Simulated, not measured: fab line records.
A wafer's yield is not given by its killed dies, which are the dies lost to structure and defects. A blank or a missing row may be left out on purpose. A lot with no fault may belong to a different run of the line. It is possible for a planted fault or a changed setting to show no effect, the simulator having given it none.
Problem report, 8D (eight disciplines) form, completed by code + flow n5-finfet + the parts of the form that need people (team, actions taken, sign-off) are left out

1. THE ISSUE
Mean of etch-rf-on-time-s at N5_BEOL_M1_ETCH_69: 19.6 s across 3 wafers in 3 lots; on wafers with no fault it is 26.0 s (standard deviation 0.38). That is -17 standard deviations from the usual mean.
The step: etches SiARC in CF4, target depth 15.6 nm, time 26 s.
First observed at day 10 18:53: wafer L325.1, on rie-diel-03. The record holds 27 wafers of 10 lots with a number at this step. By rule, "out" or "out of limits" means more than 4 standard deviations away from the usual mean. Any other wafer with a number is counted as sound.

2. WHAT THIS IS AND IS NOT
| question                    | is                     | is not                                                                          |
|-----------------------------|------------------------|---------------------------------------------------------------------------------|
| which readings at this step | etch-rf-on-time-s      | drypump-motor-current-A, rf-vpp-V, showerhead-plenum-p-Torr, throttle-valve-pct |
| which lots                  | L325, L326, L327       | L306, L308, L309, L310, L316, L317, L328                                        |
| which wafers of those lots  | L325.1, L326.4, L327.4 | L325.5, L326.5, L327.3                                                          |
| read on which tools         | rie-diel-03            | rie-diel-01, rie-diel-06                                                        |
| when                        | from day 10 18:53      | up to then (19 sound wafers); but 5 sound wafers of L326, L327, L328 came after |

3. WHAT RULES OUT EACH SUSPECT
Counting: a tool at a process step up to the reading stays a suspect if it ran every lot that is out. Sound lots after the first of them don't rule it out here, since some wafers of a struck lot are sound.
- rie-diel-03 at N5_BEOL_M1_ETCH_69 (etches SiARC in CF4, target depth 15.6 nm, time 26 s): kept. It processed each lot that is out (first: L325, day 10 18:53); up to then, its last sound lot is L316 (day 8 20:59). Out on those wafers are its own readings of etch-rf-on-time-s.
After counting, what remains is rie-diel-03 at N5_BEOL_M1_ETCH_69.

4. THE CAUSE (what the simulator had put in)
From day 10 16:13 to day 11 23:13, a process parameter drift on rie-diel-03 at N5_BEOL_M1_ETCH_69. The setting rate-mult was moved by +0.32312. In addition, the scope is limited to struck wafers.
Only this tool survived the counting.

5. THE EFFECT CHAIN, in route order
One row per reading whose mean, taken over the struck wafers that have a number, lies over 3 standard deviations from the usual. Only readings for which the record gives a usual standard deviation are gone through. hours: the time from each lot's start at the first step in this table that gives one to its start at this step, as a median over the lots. sigmas: the change in usual standard deviations.
| hours | step               | reading           | usual  | on struck wafers | change | sigmas |
|-------|--------------------|-------------------|--------|------------------|--------|--------|
| 0     | N5_BEOL_M1_ETCH_69 | etch-rf-on-time-s | 26.0 s | 19.6             | -6.4   | -17    |
Its process steps:
- N5_BEOL_M1_ETCH_69: etches SiARC in CF4, target depth 15.6 nm, time 26 s.
Later steps that measure or inspect, where all struck wafers having a row at the step show a number for every such reading and not one has moved that far: N5_BEOL_M4_RC_MEAS_101.

6. HOW IT WOULD HAVE BEEN CAUGHT EARLIER
In this record the first reading out of limits was taken at day 10 18:53, 3 hours after the fault began at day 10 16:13.
